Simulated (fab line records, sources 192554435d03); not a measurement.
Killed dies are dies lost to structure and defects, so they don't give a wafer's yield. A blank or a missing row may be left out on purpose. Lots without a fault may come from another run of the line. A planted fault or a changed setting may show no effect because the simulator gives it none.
Chamber matching | flow n5_finfet | N5_BEOL_M12_TRENCH_ETCH_34 on rie_diel-05: 4 sister chambers
The step etches SiOC in C4F8/O2/Ar, target depth 318.95 nm, time 125.5 s. 16 wafers are shown with their chamber, then 8 later ones without.

WAFERS WITH THEIR CHAMBER
wafer  | chamber | showerhead_plenum_p_Torr (Torr) | throttle_valve_pct (%) | oes_product_au (a.u.)
L077.1 | 1       | 3.41                            | 24.52                  | 0.71
L077.2 | 3       | 3.39                            | 24.16                  | 0.70
L077.6 | 0       | 3.14                            | 23.81                  | 0.73
L083.2 | 0       | 3.13                            | 23.83                  | 0.71
L083.3 | 1       | 3.40                            | 24.50                  | 0.70
L083.4 | 3       | 3.38                            | 24.17                  | 0.68
L086.3 | 2       | 3.65                            | 23.83                  | 0.99
L086.4 | 0       | 3.13                            | 23.84                  | 0.71
L086.5 | 1       | 3.40                            | 24.54                  | 0.70
L085.4 | 0       | 3.13                            | 23.84                  | 0.72
L085.5 | 3       | 3.37                            | 24.18                  | 0.69
L085.6 | 0       | 3.13                            | 23.83                  | 0.72
L087.1 | 1       | 3.40                            | 24.54                  | 0.70
L087.2 | 3       | 3.37                            | 24.19                  | 0.67
L087.3 | 0       | 3.13                            | 23.85                  | 0.71
L089.1 | 0       | 3.13                            | 23.85                  | 0.71

SIGNATURES (means of the wafers above)
reading                  | chamber 0 | chamber 1 | chamber 2 | chamber 3 | scatter within a chamber
showerhead_plenum_p_Torr | 3.1314    | 3.4025    | 3.6500    | 3.3775    | 0.00603
throttle_valve_pct       | 23.8357   | 24.5250   | 23.8300   | 24.1750   | 0.0152
oes_product_au           | 0.7157    | 0.7025    | 0.9900    | 0.6850    | 0.00888
Rule: a wafer's distance from a chamber is the root of the sum, over the readings, of the square of ((its reading less the chamber's mean) divided by the reading's scatter). The wafer belongs to the nearest chamber; if the next one is less than 2 further off, it can't be placed. The scatter: the root of (the sum of the squares of (reading less its chamber's mean) over the shown wafers, divided by (wafers less chambers)).

WAFERS WITHOUT THEIR CHAMBER
wafer  | showerhead_plenum_p_Torr (Torr) | throttle_valve_pct (%) | oes_product_au (a.u.)
L089.4 | 3.40                            | 24.54                  | 0.70
L089.6 | 3.37                            | 24.20                  | 0.68
L095.1 | 3.37                            | 23.79                  | 1.04
L095.4 | 3.12                            | 23.85                  | 0.69
L095.5 | 3.64                            | 23.86                  | 0.95
L094.1 | 3.39                            | 24.55                  | 0.69
L094.3 | 3.12                            | 23.85                  | 0.69
L094.4 | 3.64                            | 23.86                  | 0.94

WHICH CHAMBER EACH WENT THROUGH
wafer  | from the rows above     | in truth
L089.4 | 1                       | 1
L089.6 | 3                       | 3
L095.1 | can't be placed: 2 or 3 | 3
L095.4 | 0                       | 0
L095.5 | 2                       | 2
L094.1 | 1                       | 1
L094.3 | 0                       | 0
L094.4 | 2                       | 2
Placed correctly: 7 of 8. Can't be placed from these rows: 1 (the true chamber is among the candidates in 1). Placed wrongly: 0.
